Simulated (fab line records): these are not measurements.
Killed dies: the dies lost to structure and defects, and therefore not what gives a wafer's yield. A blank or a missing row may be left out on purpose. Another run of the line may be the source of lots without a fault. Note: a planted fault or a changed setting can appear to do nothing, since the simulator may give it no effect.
The tool behind it: which one? :: flow n5 finfet :: 24 lots with 72 wafers sampled at 5 steps, on a route of 1938 steps

== WHAT THE GAUGES READ, wafer by wafer ==
N5_BEOL_M3_OVL_MEAS_29.
lot: L074
measured: day 6 23:43
on: overlay-01
V2_OVL (nm): -0.1 0.1 0.4

lot: L075
measured: day 7 19:56
on: overlay-02
V2_OVL (nm): -0.5 0.3 -1.2

lot: L076
measured: day 8 02:28
on: overlay-01
V2_OVL (nm): 0.2 1.0 -0.2

lot: L077
measured: day 8 09:58
on: overlay-02
V2_OVL (nm): -0.1 0.2 -0.1

lot: L078
measured: day 8 12:19
on: overlay-02
V2_OVL (nm): -0.2 -0.9 0.7

lot: L079
measured: day 8 19:10
on: overlay-01
V2_OVL (nm): -1.2 -0.4 -0.9

lot: L080
measured: day 8 21:04
on: overlay-02
V2_OVL (nm): -0.3 0.2 0.6

lot: L082
measured: day 9 01:10
on: overlay-02
V2_OVL (nm): 0.0 0.5 0.7

lot: L081
measured: day 9 10:46
on: overlay-02
V2_OVL (nm): 0.5 0.3 -0.8

lot: L083
measured: day 9 13:22
on: overlay-01
V2_OVL (nm): 0.6 0.2 0.2

lot: L084
measured: day 10 07:07
on: overlay-02
V2_OVL (nm): 0.1 -0.7 -0.7

lot: L085
measured: day 10 14:26
on: overlay-01
V2_OVL (nm): 0.6 0.9 -0.3

lot: L087
measured: day 10 20:49
on: overlay-02
V2_OVL (nm): 0.6 0.4 0.8

lot: L086
measured: day 11 02:14
on: overlay-02
V2_OVL (nm): 0.9 0.8 1.2

lot: L090
measured: day 11 02:31
on: overlay-01
V2_OVL (nm): -0.2 -0.1 0.8

lot: L089
measured: day 11 05:43
on: overlay-01
V2_OVL (nm): -0.2 -0.4 0.7

lot: L088
measured: day 11 06:19
on: overlay-02
V2_OVL (nm): 0.1 0.0 -0.7

lot: L091
measured: day 11 15:41
on: overlay-01
V2_OVL (nm): 0.1 0.3 -0.4

lot: L092
measured: day 11 19:14
on: overlay-02
V2_OVL (nm): -0.2 -0.1 -1.1

lot: L093
measured: day 11 20:37
on: overlay-01
V2_OVL (nm): 0.7 1.5 0.4

lot: L096
measured: day 12 19:01
on: overlay-02
V2_OVL (nm): -1.3 -0.4 0.6

lot: L094
measured: day 12 19:05
on: overlay-01
V2_OVL (nm): 1.2 -1.1 -0.7

lot: L095
measured: day 12 22:44
on: overlay-02
V2_OVL (nm): 0.4 -0.5 -0.3

lot: L097
measured: day 13 07:25
on: overlay-01
V2_OVL (nm): -0.4 -0.5 0.1

== TOOL THAT RAN EACH LOT (tool first, then ch and the chambers of the sampled wafers, then the start) ==
lot: L074
N5_BEOL_M2_ANNEAL_87: pvd sputter-02, day 6 18:08
N5_BEOL_M2_PRE_CLEAN_60: cvd co-02 ch 0,1, day 6 20:50
N5_BEOL_M2_DEP_57: pecvd-02 ch 0,1,2, day 6 20:59
N5_BEOL_M3_DESCUM_16: rie diel-04 ch 0,1, day 6 22:55

lot: L075
N5_BEOL_M2_ANNEAL_87: pvd sputter-03, day 7 15:07
N5_BEOL_M2_PRE_CLEAN_60: cvd co-01 ch 0,1,2, day 7 17:03
N5_BEOL_M2_DEP_57: pecvd-04 ch 0,2, day 7 17:13
N5_BEOL_M3_DESCUM_16: rie diel-04 ch 1,2,3, day 7 19:02

lot: L076
N5_BEOL_M2_ANNEAL_87: pvd sputter-01, day 7 22:18
N5_BEOL_M2_PRE_CLEAN_60: cvd co-01 ch 0,2, day 8 00:08
N5_BEOL_M2_DEP_57: pecvd-01 ch 0,1, day 8 00:18
N5_BEOL_M3_DESCUM_16: rie diel-06 ch 1,2, day 8 01:34

lot: L077
N5_BEOL_M2_ANNEAL_87: pvd sputter-02, day 8 03:37
N5_BEOL_M2_PRE_CLEAN_60: cvd co-01 ch 0,1,2, day 8 05:44
N5_BEOL_M2_DEP_57: pecvd-01 ch 0,1,2, day 8 05:54
N5_BEOL_M3_DESCUM_16: rie diel-06 ch 1,2,3, day 8 08:13

lot: L078
N5_BEOL_M2_ANNEAL_87: pvd sputter-01, day 8 06:36
N5_BEOL_M2_PRE_CLEAN_60: cvd co-01 ch 0,1,2, day 8 08:26
N5_BEOL_M2_DEP_57: pecvd-01 ch 1,2, day 8 08:36
N5_BEOL_M3_DESCUM_16: rie diel-03 ch 2,3, day 8 11:32

lot: L079
N5_BEOL_M2_ANNEAL_87: pvd sputter-02, day 8 14:41
N5_BEOL_M2_PRE_CLEAN_60: cvd co-01 ch 1,2, day 8 16:32
N5_BEOL_M2_DEP_57: pecvd-01 ch 1,2, day 8 16:41
N5_BEOL_M3_DESCUM_16: rie diel-04 ch 0,1,2, day 8 18:23

lot: L080
N5_BEOL_M2_ANNEAL_87: pvd sputter-03, day 8 15:50
N5_BEOL_M2_PRE_CLEAN_60: cvd co-01 ch 0,1,2, day 8 17:41
N5_BEOL_M2_DEP_57: pecvd-04 ch 0,1,2, day 8 17:50
N5_BEOL_M3_DESCUM_16: rie diel-06 ch 0,3, day 8 20:16

lot: L082
N5_BEOL_M2_ANNEAL_87: pvd sputter-02, day 8 21:09
N5_BEOL_M2_PRE_CLEAN_60: cvd co-01 ch 0,1,2, day 8 22:59
N5_BEOL_M2_DEP_57: pecvd-02 ch 0,2, day 8 23:10
N5_BEOL_M3_DESCUM_16: rie diel-03 ch 1,2, day 9 00:17

lot: L081
N5_BEOL_M2_ANNEAL_87: pvd sputter-02, day 9 04:25
N5_BEOL_M2_PRE_CLEAN_60: cvd co-02 ch 0,1,2, day 9 06:16
N5_BEOL_M2_DEP_57: pecvd-04 ch 0,1, day 9 06:25
N5_BEOL_M3_DESCUM_16: rie diel-06 ch 0,1, day 9 09:41

lot: L083
N5_BEOL_M2_ANNEAL_87: pvd sputter-02, day 9 09:19
N5_BEOL_M2_PRE_CLEAN_60: cvd co-01 ch 0,1, day 9 11:10
N5_BEOL_M2_DEP_57: pecvd-01 ch 0,1,2, day 9 11:20
N5_BEOL_M3_DESCUM_16: rie diel-04 ch 0,1,2, day 9 12:20

lot: L084
N5_BEOL_M2_ANNEAL_87: pvd sputter-03, day 10 01:25
N5_BEOL_M2_PRE_CLEAN_60: cvd co-01 ch 0,1,2, day 10 03:15
N5_BEOL_M2_DEP_57: pecvd-01 ch 0,2, day 10 03:25
N5_BEOL_M3_DESCUM_16: rie diel-04 ch 0,1,2, day 10 06:20

lot: L085
N5_BEOL_M2_ANNEAL_87: pvd sputter-02, day 10 05:49
N5_BEOL_M2_PRE_CLEAN_60: cvd co-02 ch 0,1,2, day 10 08:46
N5_BEOL_M2_DEP_57: pecvd-04 ch 0,1, day 10 08:56
N5_BEOL_M3_DESCUM_16: rie diel-06 ch 1,2,3, day 10 13:31

lot: L087
N5_BEOL_M2_ANNEAL_87: pvd sputter-03, day 10 16:44
N5_BEOL_M2_PRE_CLEAN_60: cvd co-02 ch 1,2, day 10 18:52
N5_BEOL_M2_DEP_57: pecvd-01 ch 0,2, day 10 19:01
N5_BEOL_M3_DESCUM_16: rie diel-06 ch 0,1,3, day 10 20:02

lot: L086
N5_BEOL_M2_ANNEAL_87: pvd sputter-03, day 10 20:59
N5_BEOL_M2_PRE_CLEAN_60: cvd co-01 ch 0,2, day 10 22:49
N5_BEOL_M2_DEP_57: pecvd-04 ch 1,2, day 10 22:59
N5_BEOL_M3_DESCUM_16: rie diel-04 ch 1,2,3, day 11 01:13

lot: L090
N5_BEOL_M2_ANNEAL_87: pvd sputter-02, day 10 21:08
N5_BEOL_M2_PRE_CLEAN_60: cvd co-02 ch 1,2, day 10 22:59
N5_BEOL_M2_DEP_57: pecvd-01 ch 0,2, day 10 23:08
N5_BEOL_M3_DESCUM_16: rie diel-04 ch 1,2, day 11 01:27

lot: L089
N5_BEOL_M2_ANNEAL_87: pvd sputter-01, day 10 23:05
N5_BEOL_M2_PRE_CLEAN_60: cvd co-01 ch 0,1,2, day 11 01:16
N5_BEOL_M2_DEP_57: pecvd-01 ch 0,2, day 11 01:25
N5_BEOL_M3_DESCUM_16: rie diel-06 ch 0,1,2, day 11 04:53

lot: L088
N5_BEOL_M2_ANNEAL_87: pvd sputter-02, day 11 02:15
N5_BEOL_M2_PRE_CLEAN_60: cvd co-02 ch 1,2, day 11 04:08
N5_BEOL_M2_DEP_57: pecvd-01 ch 0,1, day 11 04:17
N5_BEOL_M3_DESCUM_16: rie diel-04 ch 1,2, day 11 05:20

lot: L091
N5_BEOL_M2_ANNEAL_87: pvd sputter-03, day 11 11:09
N5_BEOL_M2_PRE_CLEAN_60: cvd co-02 ch 1,2, day 11 13:00
N5_BEOL_M2_DEP_57: pecvd-01 ch 1,2, day 11 13:09
N5_BEOL_M3_DESCUM_16: rie diel-06 ch 1,2,3, day 11 14:55

lot: L092
N5_BEOL_M2_ANNEAL_87: pvd sputter-01, day 11 14:56
N5_BEOL_M2_PRE_CLEAN_60: cvd co-01 ch 0,1,2, day 11 16:47
N5_BEOL_M2_DEP_57: pecvd-02 ch 0,1,2, day 11 16:56
N5_BEOL_M3_DESCUM_16: rie diel-03 ch 0,2,3, day 11 18:19

lot: L093
N5_BEOL_M2_ANNEAL_87: pvd sputter-03, day 11 15:02
N5_BEOL_M2_PRE_CLEAN_60: cvd co-01 ch 1,2, day 11 16:53
N5_BEOL_M2_DEP_57: pecvd-01 ch 0,1,2, day 11 17:03
N5_BEOL_M3_DESCUM_16: rie diel-06 ch 1,2,3, day 11 19:43

lot: L096
N5_BEOL_M2_ANNEAL_87: pvd sputter-03, day 12 14:07
N5_BEOL_M2_PRE_CLEAN_60: cvd co-02 ch 0,1, day 12 15:57
N5_BEOL_M2_DEP_57: pecvd-04 ch 1,2, day 12 16:07
N5_BEOL_M3_DESCUM_16: rie diel-06 ch 0,3, day 12 18:14

lot: L094
N5_BEOL_M2_ANNEAL_87: pvd sputter-01, day 12 14:21
N5_BEOL_M2_PRE_CLEAN_60: cvd co-02 ch 0,2, day 12 16:12
N5_BEOL_M2_DEP_57: pecvd-01 ch 0,2, day 12 16:22
N5_BEOL_M3_DESCUM_16: rie diel-04 ch 1,2, day 12 18:16

lot: L095
N5_BEOL_M2_ANNEAL_87: pvd sputter-01, day 12 16:58
N5_BEOL_M2_PRE_CLEAN_60: cvd co-02 ch 0,1, day 12 18:51
N5_BEOL_M2_DEP_57: pecvd-01 ch 0,1, day 12 19:01
N5_BEOL_M3_DESCUM_16: rie diel-04 ch 2,3, day 12 21:47

lot: L097
N5_BEOL_M2_ANNEAL_87: pvd sputter-03, day 12 22:21
N5_BEOL_M2_PRE_CLEAN_60: cvd co-01 ch 1,2, day 13 00:28
N5_BEOL_M2_DEP_57: pecvd-04 ch 0,2, day 13 00:37
N5_BEOL_M3_DESCUM_16: rie diel-04 ch 1,2, day 13 06:38
- N5_BEOL_M2_ANNEAL_87: time 240 s.
- N5_BEOL_M2_PRE_CLEAN_60: time 15 s.
- N5_BEOL_M2_DEP_57: deposits SiCN from 3MS/NH3, target thk 8 nm, time 14 s.
- N5_BEOL_M3_DESCUM_16: chemistry O2, time 7 s.

== AS READ BY THE TOOLS THEMSELVES (means over the sampled wafers that have a number; for cases with no such wafer, the mark the record gives instead) ==
N5_BEOL_M2_ANNEAL_87.
lot: L074
tool: pvd sputter-02
heater power w (W): 833

lot: L075
tool: pvd sputter-03
heater power w (W): 829

lot: L076
tool: pvd sputter-01
heater power w (W): 823

lot: L077
tool: pvd sputter-02
heater power w (W): 797

lot: L078
tool: pvd sputter-01
heater power w (W): 863

lot: L079
tool: pvd sputter-02
heater power w (W): 838

lot: L080
tool: pvd sputter-03
heater power w (W): 880

lot: L082
tool: pvd sputter-02
heater power w (W): 815

lot: L081
tool: pvd sputter-02
heater power w (W): 858

lot: L083
tool: pvd sputter-02
heater power w (W): 872

lot: L084
tool: pvd sputter-03
heater power w (W): 811

lot: L085
tool: pvd sputter-02
heater power w (W): 824

lot: L087
tool: pvd sputter-03
heater power w (W): 869

lot: L086
tool: pvd sputter-03
heater power w (W): 815

lot: L090
tool: pvd sputter-02
heater power w (W): 843

lot: L089
tool: pvd sputter-01
heater power w (W): 828

lot: L088
tool: pvd sputter-02
heater power w (W): 862

lot: L091
tool: pvd sputter-03
heater power w (W): 853

lot: L092
tool: pvd sputter-01
heater power w (W): 889

lot: L093
tool: pvd sputter-03
heater power w (W): 860

lot: L096
tool: pvd sputter-03
heater power w (W): 872

lot: L094
tool: pvd sputter-01
heater power w (W): 793

lot: L095
tool: pvd sputter-01
heater power w (W): 911

lot: L097
tool: pvd sputter-03
heater power w (W): 770

N5_BEOL_M2_PRE_CLEAN_60.
lot: L074
tool: cvd co-02
heater power outer w (W): 18
heater power w (W): 75

lot: L075
tool: cvd co-01
heater power outer w (W): 34
heater power w (W): 101

lot: L076
tool: cvd co-01
heater power outer w (W): 19
heater power w (W): 74

lot: L077
tool: cvd co-01
heater power outer w (W): 34
heater power w (W): 102

lot: L078
tool: cvd co-01
heater power outer w (W): 33
heater power w (W): 102

lot: L079
tool: cvd co-01
heater power outer w (W): 32
heater power w (W): 100

lot: L080
tool: cvd co-01
heater power outer w (W): 33
heater power w (W): 101

lot: L082
tool: cvd co-01
heater power outer w (W): 34
heater power w (W): 102

lot: L081
tool: cvd co-02
heater power outer w (W): 16
heater power w (W): 77

lot: L083
tool: cvd co-01
heater power outer w (W): 47
heater power w (W): 127

lot: L084
tool: cvd co-01
heater power outer w (W): 33
heater power w (W): 103

lot: L085
tool: cvd co-02
heater power outer w (W): 16
heater power w (W): 77

lot: L087
tool: cvd co-02
heater power outer w (W): 15
heater power w (W): 80

lot: L086
tool: cvd co-01
heater power outer w (W): 19
heater power w (W): 78

lot: L090
tool: cvd co-02
heater power outer w (W): 17
heater power w (W): 78

lot: L089
tool: cvd co-01
heater power outer w (W): 33
heater power w (W): 102

lot: L088
tool: cvd co-02
heater power outer w (W): 17
heater power w (W): 77

lot: L091
tool: cvd co-02
heater power outer w (W): 17
heater power w (W): 77

lot: L092
tool: cvd co-01
heater power outer w (W): 34
heater power w (W): 101

lot: L093
tool: cvd co-01
heater power outer w (W): 32
heater power w (W): 102

lot: L096
tool: cvd co-02
heater power outer w (W): 17
heater power w (W): 75

lot: L094
tool: cvd co-02
heater power outer w (W): 15
heater power w (W): 78

lot: L095
tool: cvd co-02
heater power outer w (W): 17
heater power w (W): 74

lot: L097
tool: cvd co-01
heater power outer w (W): 32
heater power w (W): 102

N5_BEOL_M2_DEP_57.
lot: L074
tool: pecvd-02
showerhead plenum p Torr (Torr): 3.675
throttle valve pct (%): 8.61

lot: L075
tool: pecvd-04
showerhead plenum p Torr (Torr): 3.648
throttle valve pct (%): 9.24

lot: L076
tool: pecvd-01
showerhead plenum p Torr (Torr): 3.667
throttle valve pct (%): 9.04

lot: L077
tool: pecvd-01
showerhead plenum p Torr (Torr): 3.665
throttle valve pct (%): 9.03

lot: L078
tool: pecvd-01
showerhead plenum p Torr (Torr): 3.664
throttle valve pct (%): 9.09

lot: L079
tool: pecvd-01
showerhead plenum p Torr (Torr): 3.667
throttle valve pct (%): 9.05

lot: L080
tool: pecvd-04
showerhead plenum p Torr (Torr): 3.659
throttle valve pct (%): 9.20

lot: L082
tool: pecvd-02
showerhead plenum p Torr (Torr): 3.672
throttle valve pct (%): 8.35

lot: L081
tool: pecvd-04
showerhead plenum p Torr (Torr): 3.660
throttle valve pct (%): 8.98

lot: L083
tool: pecvd-01
showerhead plenum p Torr (Torr): 3.666
throttle valve pct (%): 9.21

lot: L084
tool: pecvd-01
showerhead plenum p Torr (Torr): 3.657
throttle valve pct (%): 9.20

lot: L085
tool: pecvd-04
showerhead plenum p Torr (Torr): 3.658
throttle valve pct (%): 8.97

lot: L087
tool: pecvd-01
showerhead plenum p Torr (Torr): 3.661
throttle valve pct (%): 9.11

lot: L086
tool: pecvd-04
showerhead plenum p Torr (Torr): 3.658
throttle valve pct (%): 9.03

lot: L090
tool: pecvd-01
showerhead plenum p Torr (Torr): 3.659
throttle valve pct (%): 9.03

lot: L089
tool: pecvd-01
showerhead plenum p Torr (Torr): 3.657
throttle valve pct (%): 8.98

lot: L088
tool: pecvd-01
showerhead plenum p Torr (Torr): 3.665
throttle valve pct (%): 9.15

lot: L091
tool: pecvd-01
showerhead plenum p Torr (Torr): 3.669
throttle valve pct (%): 9.30

lot: L092
tool: pecvd-02
showerhead plenum p Torr (Torr): 3.676
throttle valve pct (%): 8.79

lot: L093
tool: pecvd-01
showerhead plenum p Torr (Torr): 3.661
throttle valve pct (%): 9.19

lot: L096
tool: pecvd-04
showerhead plenum p Torr (Torr): 3.650
throttle valve pct (%): 9.00

lot: L094
tool: pecvd-01
showerhead plenum p Torr (Torr): 3.651
throttle valve pct (%): 9.19

lot: L095
tool: pecvd-01
showerhead plenum p Torr (Torr): 3.661
throttle valve pct (%): 9.10

lot: L097
tool: pecvd-04
showerhead plenum p Torr (Torr): 3.656
throttle valve pct (%): 9.05

N5_BEOL_M3_DESCUM_16.
lot: L074
tool: rie diel-04
drypump motor current A (A): 5.5
oes product au (a.u.): 0.73
rf vpp V (V): 243.0
showerhead plenum p Torr (Torr): 2.08
throttle valve pct (%): 20.48

lot: L075
tool: rie diel-04
drypump motor current A (A): 5.4
oes product au (a.u.): 0.77
rf vpp V (V): 242.4
showerhead plenum p Torr (Torr): 2.04
throttle valve pct (%): 20.62

lot: L076
tool: rie diel-06
drypump motor current A (A): 5.8
oes product au (a.u.): 0.74
rf vpp V (V): 242.9
showerhead plenum p Torr (Torr): 2.07
throttle valve pct (%): 20.55

lot: L077
tool: rie diel-06
drypump motor current A (A): 6.0
oes product au (a.u.): 0.78
rf vpp V (V): 243.2
showerhead plenum p Torr (Torr): 2.09
throttle valve pct (%): 20.44

lot: L078
tool: rie diel-03
drypump motor current A (A): 6.0
oes product au (a.u.): 0.92
rf vpp V (V): 243.5
showerhead plenum p Torr (Torr): 2.11
throttle valve pct (%): 20.44

lot: L079
tool: rie diel-04
drypump motor current A (A): 5.6
oes product au (a.u.): 0.70
rf vpp V (V): 242.1
showerhead plenum p Torr (Torr): 2.05
throttle valve pct (%): 20.71

lot: L080
tool: rie diel-06
drypump motor current A (A): 5.8
oes product au (a.u.): 0.86
rf vpp V (V): 243.1
showerhead plenum p Torr (Torr): 2.09
throttle valve pct (%): 20.23

lot: L082
tool: rie diel-03
drypump motor current A (A): 5.3
oes product au (a.u.): 0.91
rf vpp V (V): 243.5
showerhead plenum p Torr (Torr): 2.18
throttle valve pct (%): 20.36

lot: L081
tool: rie diel-06
drypump motor current A (A): 5.4
oes product au (a.u.): 0.80
rf vpp V (V): 242.9
showerhead plenum p Torr (Torr): 2.04
throttle valve pct (%): 20.33

lot: L083
tool: rie diel-04
drypump motor current A (A): 5.6
oes product au (a.u.): 0.70
rf vpp V (V): 242.7
showerhead plenum p Torr (Torr): 2.05
throttle valve pct (%): 20.70

lot: L084
tool: rie diel-04
drypump motor current A (A): 5.6
oes product au (a.u.): 0.70
rf vpp V (V): 242.6
showerhead plenum p Torr (Torr): 2.05
throttle valve pct (%): 20.70

lot: L085
tool: rie diel-06
drypump motor current A (A): 6.0
oes product au (a.u.): 0.76
rf vpp V (V): 243.1
showerhead plenum p Torr (Torr): 2.08
throttle valve pct (%): 20.47

lot: L087
tool: rie diel-06
drypump motor current A (A): 5.7
oes product au (a.u.): 0.81
rf vpp V (V): 242.8
showerhead plenum p Torr (Torr): 2.07
throttle valve pct (%): 20.37

lot: L086
tool: rie diel-04
drypump motor current A (A): 5.3
oes product au (a.u.): 0.74
rf vpp V (V): 241.7
showerhead plenum p Torr (Torr): 2.04
throttle valve pct (%): 20.64

lot: L090
tool: rie diel-04
drypump motor current A (A): 5.4
oes product au (a.u.): 0.70
rf vpp V (V): 242.3
showerhead plenum p Torr (Torr): 2.04
throttle valve pct (%): 20.59

lot: L089
tool: rie diel-06
drypump motor current A (A): 5.6
oes product au (a.u.): 0.73
rf vpp V (V): 243.0
showerhead plenum p Torr (Torr): 2.04
throttle valve pct (%): 20.45

lot: L088
tool: rie diel-04
drypump motor current A (A): 5.4
oes product au (a.u.): 0.70
rf vpp V (V): 243.1
showerhead plenum p Torr (Torr): 2.04
throttle valve pct (%): 20.60

lot: L091
tool: rie diel-06
drypump motor current A (A): 6.0
oes product au (a.u.): 0.75
rf vpp V (V): 242.2
showerhead plenum p Torr (Torr): 2.08
throttle valve pct (%): 20.49

lot: L092
tool: rie diel-03
drypump motor current A (A): 5.6
oes product au (a.u.): 0.82
rf vpp V (V): 243.2
showerhead plenum p Torr (Torr): 2.08
throttle valve pct (%): 20.40

lot: L093
tool: rie diel-06
drypump motor current A (A): 6.0
oes product au (a.u.): 0.75
rf vpp V (V): 242.9
showerhead plenum p Torr (Torr): 2.08
throttle valve pct (%): 20.48

lot: L096
tool: rie diel-06
drypump motor current A (A): 5.5
oes product au (a.u.): 0.80
rf vpp V (V): 242.4
showerhead plenum p Torr (Torr): 2.04
throttle valve pct (%): 20.26

lot: L094
tool: rie diel-04
drypump motor current A (A): 5.6
oes product au (a.u.): 0.89
rf vpp V (V): 243.9
showerhead plenum p Torr (Torr): 2.19
throttle valve pct (%): 20.61

lot: L095
tool: rie diel-04
drypump motor current A (A): 5.5
oes product au (a.u.): 0.93
rf vpp V (V): 243.8
showerhead plenum p Torr (Torr): 2.18
throttle valve pct (%): 20.67

lot: L097
tool: rie diel-04
drypump motor current A (A): 5.4
oes product au (a.u.): 0.77
rf vpp V (V): 242.8
showerhead plenum p Torr (Torr): 2.12
throttle valve pct (%): 20.51

== THE ANSWER, worked out from the rows above alone ==
Rule: the usual values come from the lots themselves. Put in order of their means at a reading, lots are off if they are a third of the lots or fewer, leave a main group of 4 or more, and stand apart from it by a gap of 3 or more times the standard deviation of the main group's means; of several such gaps the widest counts. The tables above print the reading to a certain number of digits; a main group whose means all agree to those digits is not used. Also off: a lot with no number at a reading for which 4 or more lots have one. Any other lot the step has rows for is counted as sound. Order of review: gauges by route order, followed by the tools' own readings, for which a lot's mean as printed above is used. At the first step where some lot is off, the reading lying furthest off is the one used; lots without a number count as furthest.
None of the lots is off at any reading shown; this tells nothing.

== WHAT THE SIMULATOR HAD INSERTED ==
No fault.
